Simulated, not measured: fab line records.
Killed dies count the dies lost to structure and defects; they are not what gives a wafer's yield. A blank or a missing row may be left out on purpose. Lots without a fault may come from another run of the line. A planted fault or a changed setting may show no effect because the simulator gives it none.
Which tool was responsible?	flow n5Finfet	11 lots with 33 wafers sampled at 4 steps, on a route of 1938 steps

== WHAT THE GAUGES READ, wafer by wafer ==
N5_PASSIVATION_CD_MEAS_10: the cd target is 3000 nm.
lot	measured	on	cdNm (nm)
L961	day 11 06:41	cdSem-02	2999.6 3000.7 2998.3
L965	day 12 06:40	cdSem-01	2999.7 3000.9 3000.0
L964	day 12 06:46	cdSem-02	3000.4 3001.6 2998.8
L963	day 12 07:14	cdSem-03	3000.1 3001.9 3000.8
L971	day 14 13:38	cdSem-02	2999.6 3000.0 2999.3
L973	day 15 08:45	cdSem-03	3001.7 3001.7 3001.6
L978	day 16 01:53	cdSem-02	2997.6 2999.5 2997.2
L981	day 16 08:17	cdSem-03	3000.8 3002.7 3002.1
L982	day 16 21:49	cdSem-03	3005.0 3004.1 3002.7
L983	day 16 23:40	cdSem-03	3002.0 2999.2 3002.0
L984	day 17 17:17	cdSem-03	2999.7 2999.9 3001.0

== EACH LOT AND THE TOOL THAT RAN IT (in order: tool; ch and the chambers of the sampled wafers; start) ==
lot	N5_MIM_TOP_ALD_00	N5_MIM_TOP_ETCH_STRIP_01	N5_MIM_BOT_ETCH_STRIP_01
L961	aldHk-01 ch 0,3, day 11 02:32	rieDiel-02 ch 0,2,3, day 11 04:10	rieDiel-05 ch 0,2, day 11 05:29
L965	aldHk-01 ch 1,2,3, day 11 23:21	rieDiel-06 ch 0,2, day 12 04:25	rieDiel-01 ch 0,3, day 12 05:26
L964	aldHk-02 ch 0,3, day 11 23:40	rieDiel-03 ch 0,1,2, day 12 04:26	rieDiel-01 ch 1,2, day 12 05:49
L963	aldHk-03 ch 1,2, day 12 03:37	rieDiel-03 ch 1,2, day 12 05:17	rieDiel-04 ch 0,1, day 12 06:18
L971	aldHk-01 ch 0,2, day 14 05:51	rieDiel-02 ch 0,1,3, day 14 10:41	rieDiel-05 ch 0,2, day 14 11:42
L973	aldHk-02 ch 1,2,3, day 15 02:52	rieDiel-03 ch 0,1,3, day 15 04:35	rieDiel-05 ch 0,2,3, day 15 05:57
L978	aldHk-03 ch 0,1,3, day 15 20:13	rieDiel-06 ch 0,1,2, day 15 23:57	rieDiel-04 ch 0,3, day 16 01:00
L981	aldHk-01 ch 2,3, day 16 04:14	rieDiel-03 ch 1,2,3, day 16 05:31	rieDiel-04 ch 0,2,3, day 16 06:25
L982	aldHk-01 ch 0,2,3, day 16 17:29	rieDiel-03 ch 1,2,3, day 16 19:11	rieDiel-04 ch 1,2,3, day 16 20:25
L983	aldHk-02 ch 0,2,3, day 16 17:52	rieDiel-03 ch 0,1,3, day 16 19:39	rieDiel-04 ch 0,1,3, day 16 20:50
L984	aldHk-03 ch 0,1,3, day 17 13:10	rieDiel-02 ch 0,3, day 17 14:22	rieDiel-05 ch 0,1,2, day 17 15:25
- N5_MIM_TOP_ALD_00: deposits Al2O3, purge time 3 s, co reactant pulse time 3 s.
- N5_MIM_TOP_ETCH_STRIP_01: strips in O2.
- N5_MIM_BOT_ETCH_STRIP_01: strips in O2.

== AS READ BY THE TOOLS THEMSELVES (means over the sampled wafers that have a number; for cases with no such wafer, the mark the record gives instead) ==
N5_MIM_TOP_ALD_00.
lot	tool	precursorPulseHeightRel
L961	aldHk-01	0.998
L965	aldHk-01	0.987
L964	aldHk-02	1.012
L963	aldHk-03	0.992
L971	aldHk-01	0.995
L973	aldHk-02	1.004
L978	aldHk-03	1.019
L981	aldHk-01	1.000
L982	aldHk-01	0.996
L983	aldHk-02	0.996
L984	aldHk-03	1.005

N5_MIM_TOP_ETCH_STRIP_01.
lot	tool	chamberPressureMTorr (mTorr)	drypumpMotorCurrentA (A)	oesProductAu (a.u.)	rfVppV (V)	showerheadPlenumPTorr (Torr)	throttleValvePct (%)
L961	rieDiel-02	30.00	5.9	0.81	3.1	2.14	16.65
L965	rieDiel-06	30.09	5.5	0.89	4.1	2.11	16.58
L964	rieDiel-03	29.92	6.0	0.77	3.5	2.07	16.77
L963	rieDiel-03	29.91	5.5	0.73	4.3	2.06	16.89
L971	rieDiel-02	30.08	5.9	0.79	3.7	2.20	16.52
L973	rieDiel-03	30.00	6.0	0.80	3.3	2.08	16.76
L978	rieDiel-06	30.02	5.7	0.86	2.5	2.10	16.54
L981	rieDiel-03	30.01	5.5	0.76	5.1	2.07	16.84
L982	rieDiel-03	30.04	5.5	0.75	3.9	2.07	16.86
L983	rieDiel-03	29.98	6.0	0.77	3.9	2.08	16.78
L984	rieDiel-02	30.05	5.8	0.80	3.2	2.21	16.58

N5_MIM_BOT_ETCH_STRIP_01.
lot	tool	chamberPressureMTorr (mTorr)	drypumpMotorCurrentA (A)	oesProductAu (a.u.)	rfVppV (V)	showerheadPlenumPTorr (Torr)	throttleValvePct (%)
L961	rieDiel-05	29.99	6.3	0.76	3.9	2.07	16.7
L965	rieDiel-01	29.97	5.2	0.75	3.2	2.03	16.9
L964	rieDiel-01	30.03	6.6	0.78	5.0	2.11	16.9
L963	rieDiel-04	30.04	6.0	0.82	3.9	2.13	16.7
L971	rieDiel-05	32.98	6.3	0.74	3.7	2.06	16.7
L973	rieDiel-05	32.98	5.9	0.74	4.3	2.09	16.8
L978	rieDiel-04	29.97	6.0	0.92	4.8	2.18	16.1
L981	rieDiel-04	29.99	6.0	0.88	4.3	2.17	16.2
L982	rieDiel-04	30.02	5.7	0.82	4.9	2.11	16.5
L983	rieDiel-04	30.03	6.0	0.84	4.6	2.14	16.5
L984	rieDiel-05	30.11	6.2	0.77	4.1	2.07	16.6

== THE ANSWER, worked out from the rows above alone ==
Rule: the usual values come from the lots themselves. Put in order of their means at a reading, lots are off if they are a third of the lots or fewer, leave a main group of 4 or more, and stand apart from it by a gap of 3 or more times the standard deviation of the main group's means; of several such gaps the widest counts. A main group is skipped when, at the precision printed for the reading in the tables above, its means are all equal. A lot without any number at a reading at which 4 lots or more have one is off too. All remaining lots with rows at the step are treated as sound. Order of review: gauges by route order, followed by the tools' own readings, for which a lot's mean as printed above is used. At the first step where some lot is off, the reading lying furthest off is the one used; lots without a number count as furthest.
Off at N5_MIM_BOT_ETCH_STRIP_01 (chamberPressureMTorr): L971, L973. Mean 30.02 mTorr and standard deviation 0.041 in the main group.
A tool fits if, at that step or a process step before it, it ran every lot that is off, and no sound lot after the first of them. No candidate that was tried fits.

== WHAT WAS PUT IN BY THE SIMULATOR ==
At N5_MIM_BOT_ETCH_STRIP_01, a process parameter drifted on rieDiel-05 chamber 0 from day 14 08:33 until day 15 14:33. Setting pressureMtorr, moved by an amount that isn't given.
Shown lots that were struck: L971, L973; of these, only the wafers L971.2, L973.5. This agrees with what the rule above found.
